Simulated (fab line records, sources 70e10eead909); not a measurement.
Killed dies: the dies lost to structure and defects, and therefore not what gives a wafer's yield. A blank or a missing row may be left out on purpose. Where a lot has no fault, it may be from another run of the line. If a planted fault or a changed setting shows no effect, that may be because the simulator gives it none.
Matching of chambers / flow nand-harc / NHARC_A_STAIRCASE_DESCUM_168 on rie-diel-09: 4 sister chambers
The step chemistry O2, time 3 s. 20 wafers are shown with their chamber, then 10 later ones without.

## WAFERS, EACH WITH ITS CHAMBER
wafer=L077.1; chamber=2; drypump-motor-current-A (A)=5.4; showerhead-plenum-p-Torr (Torr)=1.94; oes-product-au (a.u.)=0.999
wafer=L077.3; chamber=0; drypump-motor-current-A (A)=5.5; showerhead-plenum-p-Torr (Torr)=2.01; oes-product-au (a.u.)=1.016
wafer=L077.5; chamber=0; drypump-motor-current-A (A)=5.5; showerhead-plenum-p-Torr (Torr)=2.01; oes-product-au (a.u.)=1.000
wafer=L080.4; chamber=0; drypump-motor-current-A (A)=5.5; showerhead-plenum-p-Torr (Torr)=2.01; oes-product-au (a.u.)=0.999
wafer=L080.5; chamber=3; drypump-motor-current-A (A)=5.7; showerhead-plenum-p-Torr (Torr)=1.85; oes-product-au (a.u.)=1.013
wafer=L080.6; chamber=2; drypump-motor-current-A (A)=5.4; showerhead-plenum-p-Torr (Torr)=1.94; oes-product-au (a.u.)=1.002
wafer=L084.1; chamber=1; drypump-motor-current-A (A)=6.7; showerhead-plenum-p-Torr (Torr)=2.01; oes-product-au (a.u.)=0.977
wafer=L084.2; chamber=0; drypump-motor-current-A (A)=5.5; showerhead-plenum-p-Torr (Torr)=2.01; oes-product-au (a.u.)=1.002
wafer=L084.3; chamber=2; drypump-motor-current-A (A)=5.4; showerhead-plenum-p-Torr (Torr)=1.93; oes-product-au (a.u.)=1.004
wafer=L083.1; chamber=0; drypump-motor-current-A (A)=5.5; showerhead-plenum-p-Torr (Torr)=2.01; oes-product-au (a.u.)=1.008
wafer=L083.2; chamber=3; drypump-motor-current-A (A)=5.7; showerhead-plenum-p-Torr (Torr)=1.85; oes-product-au (a.u.)=1.015
wafer=L083.3; chamber=2; drypump-motor-current-A (A)=5.4; showerhead-plenum-p-Torr (Torr)=1.93; oes-product-au (a.u.)=1.014
wafer=L091.1; chamber=1; drypump-motor-current-A (A)=6.7; showerhead-plenum-p-Torr (Torr)=2.00; oes-product-au (a.u.)=0.991
wafer=L091.4; chamber=2; drypump-motor-current-A (A)=5.4; showerhead-plenum-p-Torr (Torr)=1.93; oes-product-au (a.u.)=1.000
wafer=L091.5; chamber=1; drypump-motor-current-A (A)=6.7; showerhead-plenum-p-Torr (Torr)=2.00; oes-product-au (a.u.)=0.980
wafer=L092.1; chamber=0; drypump-motor-current-A (A)=5.5; showerhead-plenum-p-Torr (Torr)=2.00; oes-product-au (a.u.)=1.006
wafer=L092.3; chamber=3; drypump-motor-current-A (A)=5.8; showerhead-plenum-p-Torr (Torr)=1.84; oes-product-au (a.u.)=1.006
wafer=L092.5; chamber=0; drypump-motor-current-A (A)=5.5; showerhead-plenum-p-Torr (Torr)=2.00; oes-product-au (a.u.)=1.006
wafer=L093.2; chamber=0; drypump-motor-current-A (A)=5.5; showerhead-plenum-p-Torr (Torr)=2.00; oes-product-au (a.u.)=0.998
wafer=L093.3; chamber=3; drypump-motor-current-A (A)=5.8; showerhead-plenum-p-Torr (Torr)=1.84; oes-product-au (a.u.)=1.009

SIGNATURES, as means of the wafers listed above
reading=drypump-motor-current-A; chamber 0=5.500; chamber 1=6.700; chamber 2=5.400; chamber 3=5.750; scatter within a chamber=0.025
reading=showerhead-plenum-p-Torr; chamber 0=2.0062; chamber 1=2.0033; chamber 2=1.9340; chamber 3=1.8450; scatter within a chamber=0.00544
reading=oes-product-au; chamber 0=1.00438; chamber 1=0.98267; chamber 2=1.00380; chamber 3=1.01075; scatter within a chamber=0.00586
Rule: a wafer lies at a distance from a chamber equal to the root of the sum of squares, over the readings, of (its reading less the chamber's mean, divided by the reading's scatter). The wafer belongs to the nearest chamber; if the next one is less than 2 further off, it can't be placed. The scatter: the root of (the sum of the squares of (reading less its chamber's mean) over the shown wafers, divided by (wafers less chambers)).

## WAFERS WITHOUT THEIR CHAMBER
wafer=L093.6; drypump-motor-current-A (A)=5.4; showerhead-plenum-p-Torr (Torr)=1.93; oes-product-au (a.u.)=1.009
wafer=L096.2; drypump-motor-current-A (A)=5.4; showerhead-plenum-p-Torr (Torr)=1.93; oes-product-au (a.u.)=1.009
wafer=L096.4; drypump-motor-current-A (A)=5.5; showerhead-plenum-p-Torr (Torr)=2.00; oes-product-au (a.u.)=1.016
wafer=L096.5; drypump-motor-current-A (A)=6.7; showerhead-plenum-p-Torr (Torr)=2.00; oes-product-au (a.u.)=0.986
wafer=L095.1; drypump-motor-current-A (A)=6.7; showerhead-plenum-p-Torr (Torr)=2.00; oes-product-au (a.u.)=1.003
wafer=L095.2; drypump-motor-current-A (A)=5.5; showerhead-plenum-p-Torr (Torr)=2.00; oes-product-au (a.u.)=1.015
wafer=L095.3; drypump-motor-current-A (A)=5.8; showerhead-plenum-p-Torr (Torr)=1.84; oes-product-au (a.u.)=1.002
wafer=L095.4; drypump-motor-current-A (A)=5.4; showerhead-plenum-p-Torr (Torr)=1.93; oes-product-au (a.u.)=1.007
wafer=L095.5; drypump-motor-current-A (A)=5.4; showerhead-plenum-p-Torr (Torr)=1.93; oes-product-au (a.u.)=0.995
wafer=L095.6; drypump-motor-current-A (A)=5.8; showerhead-plenum-p-Torr (Torr)=1.84; oes-product-au (a.u.)=1.011

## WHICH CHAMBER EACH ONE RAN IN
wafer=L093.6; from the rows above=2; in truth=2
wafer=L096.2; from the rows above=2; in truth=2
wafer=L096.4; from the rows above=0; in truth=0
wafer=L096.5; from the rows above=1; in truth=1
wafer=L095.1; from the rows above=1; in truth=1
wafer=L095.2; from the rows above=0; in truth=0
wafer=L095.3; from the rows above=3; in truth=3
wafer=L095.4; from the rows above=2; in truth=2
wafer=L095.5; from the rows above=2; in truth=2
wafer=L095.6; from the rows above=3; in truth=3
Correct placement for 10 of the 10. Can't be placed from these rows: 0. Placed wrongly: 0.
